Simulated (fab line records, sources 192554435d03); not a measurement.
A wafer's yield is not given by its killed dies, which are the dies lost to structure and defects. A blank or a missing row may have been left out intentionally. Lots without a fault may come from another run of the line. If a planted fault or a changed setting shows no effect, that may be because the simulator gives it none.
fab line records | flow n5Finfet
record lots=4 | wafers=12 | lastDay=20
route steps=1938 shown BEOL_M11@1552 PASSIVATION@1936
lots that met no fault: taken from a fault-free run of the same line
startH: start of the lot's first displayed wafer, in hours after the record's first day | waitH: how many hours have passed since the lot's step before this one | " same as the row above | L1.1+2: a row that stands for several wafers | - value missing, or start not given | * or withheld: withheld | < > ~ a bound
route shown NAME@n: names a module that has steps shown in the file, with the first one's number in the route | usual: the fault-free wafers' mean and standard deviation | same: alike in all rows | chamber/n: place in a boat | sites: each site's reading | _std_site: the values' standard deviation | _edge_site: outer sites' mean less inner sites' | radiusMm: how far each site lies from the wafer's centre | mask NAME#n: copy n | behind: tool/chamber where the wafer was last shaped | hold: cause of the lot's hold/its duration in hours/its outcome | device: which transistor (n, p or np) failed to switch | end of line: the same wafers' tests at the end of the route | a step with no rows: only its recipe | killed: dies lost to structure and defects at the first sort, not the wafer's yield | map: per-die view of a wafer (x killed, . not killed, _ where there is no die)
set.NAME: the setting as run; set.NAME@STEP: as run at that earlier step | model.NAME: the simulator's own value behind a step, which no gauge read
lots at selected steps of the route; one table per step, one row per wafer
services: when a tool's chamber went out of use (startH, in hours from the record's first day, below 0 if earlier), for how many hours, and the reason
## steps
# step N5_BEOL_M11_DESCUM_16
# recipe chemistry=O2 | timeS=7.9 | sourcePowerW=50 | biasPowerW=20 | pressureMtorr=20 | rfFrequencyHz=2.712e+07 | tempC=40 | resist=CAR-ArF | o2FlowSccm=225
# step N5_BEOL_M11_ETCH_61
# recipe chemistry=CF4 | target=SiARC | targetDepthA=390 | maskMaterial=CAR-ArF | timeS=65 | ionEnergyEv=80 | pressureMtorr=40 | sourceW=545 | biasW=36 | Ar_flow_sccm=100 | cf4FlowSccm=100 | ends=cleared
# step N5_BEOL_M11_ETCH_62
# recipe chemistry=N2/H2 | target=SOC | targetDepthA=1100 | overetchA=220 | maskMaterial=SiARC | tempC=40 | timeS=165 | ionEnergyEv=200 | pressureMtorr=30 | sourceW=840 | biasW=150 | n2FlowSccm=200 | h2FlowSccm=200
# step N5_BEOL_M11_STRIP_68
# recipe chemistry=N2/H2 | tempC=40 | n2FlowSccm=200 | h2FlowSccm=200 | rfFrequencyHz=6e+07
# step N5_BEOL_M11_STRIP_67
# recipe chemistry=CF4 | resist=SiARC | powerW=300 | biasPowerW=75 | pressureMtorr=50 | cf4FlowSccm=150 | rfFrequencyHz=6e+07
# step N5_BEOL_M11_HM_OPEN_17
# recipe chemistry=Cl2/BCl3 | targetDepthA=200 | overetchA=60 | target=TiN | maskMaterial=SOC | ionEnergyEv=150 | pressureMtorr=10 | icpW=1000 | biasW=126 | Cl2_flow_sccm=53.25 | bcl3FlowSccm=21.75 | Ar_flow_sccm=25
# step N5_BEOL_M11_STRIP_19
# recipe chemistry=O2 | powerW=400 | tempC=40 | pressureMtorr=30 | rfFrequencyHz=6e+07 | biasPowerW=0 | overashFraction=0.2 | o2FlowSccm=225
# step N5_BEOL_M11_COAT_63
# recipe resist=SOC | tempC=250 | timeS=60 | spinRpm=1500 | resistThkNm=100
# step N5_BEOL_M11_COAT_64
# recipe resist=SiARC | tempC=220 | timeS=60 | spinRpm=1500 | resistThkNm=30
# usual chillPlateTempC=23.03/0.1 | spinSpeedRpm=1499.8/0.9
lot.wafer | tool          | chamber | startH | waitH | chillPlateTempC | spinSpeedRpm | model.SiARC_of_BEOL_M11_COAT_64.thkNm
L500.2    | lithoTrack-01 | 0       | 290.51 | -     | 23.13           | 1499.0       | 29.8
L500.3    | "             | 0       | "      | "     | 23.12           | 1500.4       | 29.8
L500.6    | "             | 0       | "      | "     | 23.18           | 1499.8       | 29.8
L519.1    | lithoTrack-01 | 0       | 406.76 | -     | 23.04           | 1368.4       | 31.4
L519.5    | "             | 0       | "      | "     | 23.22           | 1368.3       | 31.2
L519.6    | "             | 0       | "      | "     | 22.95           | 1366.8       | 31.2
L520.2    | lithoTrack-04 | 0       | 418.84 | -     | 23.05           | 1500.4       | 29.8
L520.3    | "             | 0       | "      | "     | 22.97           | 1501.0       | 30
L520.5    | "             | 0       | "      | "     | 23.06           | 1500.0       | 30
L518.1    | lithoTrack-01 | 0       | 420.99 | -     | 22.99           | 1367.2       | 31.4
L518.3    | "             | 0       | "      | "     | 23.27           | 1366.7       | 31.4
L518.6    | "             | 0       | "      | "     | 23.12           | 1366.3       | 31.4
# step N5_BEOL_M11_COAT_22
# recipe resist=CAR-ArF | spinRpm=1500 | resistThkNm=90
# step N5_BEOL_M11_EBR_24
# recipe solvent=PGMEA | ebrWidthMm=1.5
# step N5_BEOL_M11_SOFTBAKE_23
# recipe tempC=110 | timeS=60 | resist=CAR-ArF
# step N5_BEOL_M11_EXPOSE_25
# recipe maskId=V10 | na=1.35 | sourceShape=annular | sigmaInner=0.5 | sigmaOuter=0.8 | polarization=unpolarized | doseMj=85.5
# step N5_BEOL_M11_PEB_26
# recipe pebTempC=withheld | pebTimeS=60 | resist=CAR-ArF
# step N5_BEOL_M11_DEVELOP_27
# recipe developTimeS=30 | developer=TMAH | resist=CAR-ArF | rinseLiquid=diw | dry=airSpin | devTempC=23
# step N5_BEOL_M11_DESCUM_33
# recipe chemistry=O2 | timeS=7.9 | sourcePowerW=50 | biasPowerW=20 | pressureMtorr=20 | rfFrequencyHz=2.712e+07 | tempC=40 | resist=CAR-ArF | o2FlowSccm=225
# step N5_BEOL_M11_ETCH_65
# recipe chemistry=CF4 | target=SiARC | targetDepthA=390 | maskMaterial=CAR-ArF | timeS=65 | ionEnergyEv=80 | pressureMtorr=40 | sourceW=545 | biasW=36 | Ar_flow_sccm=100 | cf4FlowSccm=100 | ends=cleared
# usual cf4FlowSccm=100.0/0.31 | drypumpMotorCurrentA=5.58/0.28 | etchRfOnTimeS=65.2/2.5 | mfcArSccm=99.98/0.29 | oesProductAu=0.66/0.054 | rfVppV=183.8/1.3 | showerheadPlenumPTorr=2.12/0.079 | throttleValvePct=15.63/0.21
lot.wafer | tool       | chamber | startH | waitH | cf4FlowSccm | drypumpMotorCurrentA | etchRfOnTimeS | mfcArSccm | oesProductAu | rfHoursCounterH | rfVppV | showerheadPlenumPTorr | throttleValvePct | model.etch.depthNm | model.CAR-ArF_of_BEOL_M11_COAT_22.thkNm
L500.2    | rieDiel-02 | 3       | 291.00 | 0.0   | 99.9        | 5.65                 | 68.9          | 100.28    | 0.59         | 230             | 184.4  | 2.02                  | 15.81            | 29.89              | 55.4
L500.3    | "          | 2       | "      | "     | 99.8        | 5.54                 | 60.8          | 100.14    | 0.64         | 211             | 184.1  | 2.13                  | 15.78            | 29.79              | 55.4
L500.6    | "          | 2       | "      | "     | 100.0       | 5.50                 | 60.7          | 99.87     | 0.64         | -               | 184.2  | 2.13                  | 15.77            | 29.83              | 55
L519.1    | rieDiel-06 | 0       | 407.15 | 0.0   | 99.8        | 5.51                 | 68.2          | 99.92     | 0.71         | 92              | 183.9  | 2.07                  | 15.35            | 31.32              | 54.2
L519.5    | "          | 0       | "      | "     | 99.6        | 5.50                 | 68.3          | 100.03    | 0.70         | -               | 182.9  | 2.07                  | 15.36            | 31.23              | 54
L519.6    | "          | 1       | "      | "     | 100.1       | 5.37                 | 69.1          | 99.40     | 0.65         | -               | 183.9  | 2.15                  | 15.77            | 31.21              | 54.6
L520.2    | rieDiel-03 | 1       | 419.34 | 0.0   | 99.7        | 6.47                 | 64.2          | 100.01    | 0.62         | 216             | 182.1  | 2.13                  | 15.78            | 29.89              | 55.2
L520.3    | "          | 3       | "      | "     | 99.7        | 4.92                 | 63.9          | 99.90     | 0.61         | 233             | 185.3  | 2.20                  | 16.02            | 30.03              | 55.2
L520.5    | "          | 2       | "      | "     | 100.0       | 5.39                 | 64.7          | 99.98     | 0.76         | -               | 184.5  | 2.16                  | 15.20            | 30.03              | 55.4
L518.1    | rieDiel-06 | 3       | 421.90 | 0.0   | 99.8        | 5.81                 | 67.9          | 99.98     | 0.80         | 11              | 184.2  | 2.11                  | 15.51            | 31.47              | 53.8
L518.3    | "          | 1       | "      | "     | 99.7        | 5.33                 | 68.9          | 100.05    | 0.65         | 141             | 184.9  | 2.15                  | 15.76            | 31.41              | 53.8
L518.6    | "          | 2       | "      | "     | 100.5       | 5.85                 | 70.3          | 99.67     | 0.63         | -               | 183.1  | 1.98                  | 15.73            | 31.41              | 54.2
# step N5_BEOL_M11_ETCH_66
# recipe chemistry=N2/H2 | target=SOC | targetDepthA=1200 | overetchA=240 | maskMaterial=SiARC | tempC=40 | timeS=180 | ionEnergyEv=200 | pressureMtorr=30 | sourceW=840 | biasW=150 | n2FlowSccm=200 | h2FlowSccm=200
# usual drypumpMotorCurrentA=5.59/0.28 | oesProductAu=0.63/0.049 | rfVppV=522.9/2.9 | showerheadPlenumPTorr=2.51/0.091 | throttleValvePct=17.81/0.2
lot.wafer | tool       | chamber | startH | waitH | drypumpMotorCurrentA | oesProductAu | rfHoursCounterH | rfVppV | showerheadPlenumPTorr | throttleValvePct | model.SiARC_of_BEOL_M11_COAT_64.thkNm
L500.2    | rieDiel-02 | 3       | 291.05 | 0.0   | 5.65                 | 0.59         | 230             | 521.4  | 2.40                  | 17.94            | 23.4
L500.3    | "          | 2       | "      | "     | 5.55                 | 0.58         | 211             | 522.0  | 2.50                  | 17.83            | 22.4
L500.6    | "          | 2       | "      | "     | 5.54                 | 0.58         | -               | 523.3  | 2.50                  | 17.84            | 22.4
L519.1    | rieDiel-06 | 0       | 407.20 | 0.0   | 5.50                 | 0.67         | 92              | 521.1  | 2.46                  | 17.60            | 24.4
L519.5    | "          | 0       | "      | "     | 5.54                 | 0.66         | -               | 521.6  | 2.46                  | 17.59            | 24.4
L519.6    | "          | 1       | "      | "     | 5.37                 | 0.62         | -               | 523.8  | 2.53                  | 17.71            | 23.8
L520.2    | rieDiel-03 | 1       | 419.39 | 0.0   | 6.47                 | 0.59         | 217             | 523.4  | 2.51                  | 17.82            | 22.4
L520.3    | "          | 3       | "      | "     | 4.93                 | 0.57         | 233             | 527.3  | 2.62                  | 18.31            | 22.4
L520.5    | "          | 2       | "      | "     | 5.42                 | 0.71         | -               | 525.2  | 2.58                  | 17.44            | 22.6
L518.1    | rieDiel-06 | 3       | 421.95 | 0.0   | 5.79                 | 0.75         | 11              | 521.8  | 2.49                  | 17.62            | 24.2
L518.3    | "          | 1       | "      | "     | 5.41                 | 0.62         | 141             | 524.0  | 2.53                  | 17.74            | 23.8
L518.6    | "          | 2       | "      | "     | 5.85                 | 0.60         | -               | 519.1  | 2.34                  | 18.00            | 24.6
# step N5_BEOL_M11_STRIP_69
# recipe chemistry=N2/H2 | tempC=40 | n2FlowSccm=200 | h2FlowSccm=200 | rfFrequencyHz=6e+07
# step N5_PASSIVATION_PROBE_49
# usual defectLimitedYield=91.2/1.5 | killed_at_M0_to_M3=36/10 | killed_at_M4_up=14/5.2 | killedAtContacts=12/6 | killedAtFrontEnd=37/10 | killedAtOther=4/3.3 | killedDies=104/18 | killedOnRim=14/4.1 | killedOpen=68/14 | killedShort=34/7.4 | sort_bin_4_leakage=0.01/0.04 | sort_bin_5_function=5.2/1 | sort_bin_6_memory=3.3/0.7 | sortNPass=1076/18 | sortYieldPct=91.2/1.5
# same grossDies=1180 | killedAtBackSide=0 | sort_bin_8_speed[%]=0
lot.wafer | tool      | chamber | startH | waitH | defectLimitedYield[%] | killed_at_M0_to_M3 | killed_at_M4_up | killedAtContacts | killedAtFrontEnd | killedAtOther | killedDies | killedOnRim | killedOpen | killedShort | sort_bin_4_leakage[%] | sort_bin_5_function[%] | sort_bin_6_memory[%] | sortNPass | sortYieldPct[%]
L519.6    | prober-01 | -       | 482.04 | 0.3   | 93.0                  | 27                 | 15              | 6                | 32               | 3             | 83         | 15          | 55         | 28          | 0                     | 3.7                    | 2.9                  | 1097      | 93.0
# killed by level:class
L519.6 BEOL_M2:geometricParticle:open=8 MOL_CONTACT_COAG:geometricParticle:open=6 FIN_SAQP:geometricParticle:short=5 STI_FIN_REVEAL:geometricParticle:open=5 DUMMY_GATE:geometricParticle:open=5 BEOL_M0_SAQP:geometricParticle:short=5 STARTING-WAFER:geometricParticle:short=4 BEOL_M3:geometricParticle:open=4
## services
tool       | chamber | startH | hours | kind
rieDiel-03 | 2       | 285.40 | -     | clean
rieDiel-03 | 2       | 285.40 | -     | consumableReplace:focusRing
rieDiel-03 | 2       | 285.40 | 16.3  | scheduledDown
rieDiel-03 | 2       | 285.40 | 16.3  | ventCycle
rieDiel-06 | 2       | 331.76 | 38.5  | repair
rieDiel-02 | 3       | 351.50 | -     | clean
rieDiel-02 | 3       | 351.50 | -     | consumableReplace:focusRing
rieDiel-02 | 3       | 351.50 | -     | consumableReplace:showerhead
rieDiel-02 | 3       | 351.50 | 17.3  | scheduledDown
rieDiel-02 | 3       | 351.50 | 17.3  | ventCycle
rieDiel-06 | 3       | 370.23 | -     | clean
rieDiel-06 | 3       | 370.23 | -     | consumableReplace:focusRing
rieDiel-06 | 3       | 370.23 | 16.8  | scheduledDown
rieDiel-06 | 3       | 370.23 | 16.8  | ventCycle
rieDiel-03 | -       | 377.95 | 28.1  | pm
rieDiel-02 | -       | 383.26 | 0.5   | repair
rieDiel-02 | 2       | 402.09 | -     | clean
rieDiel-02 | 2       | 402.09 | -     | consumableReplace:focusRing
rieDiel-02 | 2       | 402.09 | 24.7  | scheduledDown
rieDiel-02 | 2       | 402.09 | 24.7  | ventCycle
## key
firstSign step=N5_BEOL_M11_COAT_64 | reading=spinSpeedRpm | direction=down | sigmas=99+ | usual=* | struck=*
effect none on later readings
modelEffect step=N5_BEOL_M11_COAT_64 | value=SiARC_of_BEOL_M11_COAT_64.thkNm | without=29.93 | struck=31.33
modelEffect step=N5_BEOL_M11_ETCH_65 | value=etch.depthNm | without=29.93 | struck=31.34
modelEffect step=N5_BEOL_M11_ETCH_66 | value=SiARC_of_BEOL_M11_COAT_64.thkNm | without=22.73 | struck=24.2
metAt N5_BEOL_M11_COAT_64
struckWafers L518.1,L518.3,L518.6,L519.1,L519.5,L519.6
onsetBetween 290.51 406.76
fault kind=processParameterDrift | tool=lithoTrack-01 | chamber=- | onsetH=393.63 | steps=N5_BEOL_M11_COAT_64 | channel=spinRpm | offset=* | shape=step | actsIn=* | stated=*
